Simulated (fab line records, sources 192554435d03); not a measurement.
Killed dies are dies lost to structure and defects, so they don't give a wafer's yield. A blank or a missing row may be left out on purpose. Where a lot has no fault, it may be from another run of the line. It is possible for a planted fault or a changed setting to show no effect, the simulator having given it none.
8D (eight disciplines) problem report, filled in by code / flow n5Finfet / the parts of the form that need people (team, actions taken, sign-off) are left out

1. WHAT IS WRONG
A mean of 14.5 s is read at N5_BEOL_M1_CMP_52 for barrierFieldEndpointS, taken on 1 wafer of 1 lot, against 24.4 s (standard deviation 0.89) on wafers free of any fault. That puts it -11 standard deviations away from the usual mean.
The step: polishes, stops on SiOC, t overpolish 6.8 s, target thk 40 nm.
Earliest sighting: wafer L291.6 on cmp-01 at day 10 16:46. The record has a number at this step for 31 wafers belonging to 11 lots. By rule, "out" or "out of limits" means more than 4 standard deviations away from the usual mean. The rest of the wafers with a number are treated as sound.

2. WHAT IT IS, WHAT IT ISN'T
question=which readings at this step | is=barrierFieldEndpointS, timeToEndpointS | is not=motorCurrentA, overpolishRunS
question=which lots | is=L291 | is not=L275, L277, L280, L281, L283, L284, L286, L288, L296, L297
question=which wafers of those lots | is=L291.6 | is not=L291.2, L291.3
question=read on which tools | is=cmp-01 | is not=cmp-02, cmp-03
question=when | is=from day 10 16:46 | is not=up to then (24 sound wafers); but 6 sound wafers of L296, L297 came after

3. THE SUSPECTS, EACH WITH WHAT RULES IT OUT
Counting: any tool at a process step up to the reading remains a suspect provided it ran every lot that is out. Sound lots after the first of them don't rule it out here, since some wafers of a struck lot are sound.
- pvdSputter-03 at N5_BEOL_M1_SPUTTER_79 (material Cu, target thk 4.5 nm, time 8.29 s): kept. It processed L291, the lot that is out, at day 10 14:37, and its most recent sound lot before then was L284 at day 8 15:59.
- pvdSputter-03 at N5_BEOL_M1_ANNEAL_91 (time 240 s): kept. It processed L291, the lot that is out, at day 10 15:34, and its most recent sound lot before then was L284 at day 8 16:57.
- rtpAnneal-02 at N5_BEOL_M1_ANNEAL_51 (time 90 s): kept. It processed L291, the lot that is out, at day 10 16:28, and its most recent sound lot before then was L288 at day 10 00:36.
- cmp-01 at N5_BEOL_M1_CMP_52 (polishes, stops on SiOC, t overpolish 6.8 s, target thk 40 nm): kept. It processed L291, the lot that is out, at day 10 16:46, and its most recent sound lot before then was L284 at day 8 18:06. On those wafers its own readings are out: barrierFieldEndpointS, timeToEndpointS.
- Within cmp-01 at N5_BEOL_M1_CMP_52: the wafers that are out ran in chamber 0; their sound lot-mates ran in chambers 1, 2.
Left after counting: pvdSputter-03 at N5_BEOL_M1_SPUTTER_79, pvdSputter-03 at N5_BEOL_M1_ANNEAL_91, rtpAnneal-02 at N5_BEOL_M1_ANNEAL_51, cmp-01 at N5_BEOL_M1_CMP_52.

4. THE CAUSE (what the simulator had put in)
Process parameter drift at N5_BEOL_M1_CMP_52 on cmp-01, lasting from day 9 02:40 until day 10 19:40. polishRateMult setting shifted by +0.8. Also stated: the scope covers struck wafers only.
This tool is one of the 4 suspects left after counting.

5. THE CHAIN OF EFFECTS, in route order
Rows list readings where the struck wafers' mean (over those with a number) sits beyond 3 standard deviations from the usual. Readings are gone through only where the record gives a usual standard deviation; hours: the median, over the lots, of the time from a lot's start at the first step in this table giving one to that lot's start at this step; sigmas: the change measured in usual standard deviations.
hours=0; step=N5_BEOL_M1_CMP_52; reading=barrierFieldEndpointS; usual=24.4 s; on struck wafers=14.5; change=-9.9; sigmas=-11
hours=0; step=N5_BEOL_M1_CMP_52; reading=timeToEndpointS; usual=61 s; on struck wafers=36; change=-25; sigmas=-5.2
Its process steps:
- N5_BEOL_M1_CMP_52: polishes, stops on SiOC, t overpolish 6.8 s, target thk 40 nm.
At these later measuring or inspecting steps, every struck wafer for which the step has a row has a number for every such reading, and none has moved that far: N5_BEOL_M4_RC_MEAS_101.

6. WHAT WOULD HAVE CAUGHT IT SOONER
In this record the first reading out of limits was taken at day 10 16:46, 38 hours after the fault began at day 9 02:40.
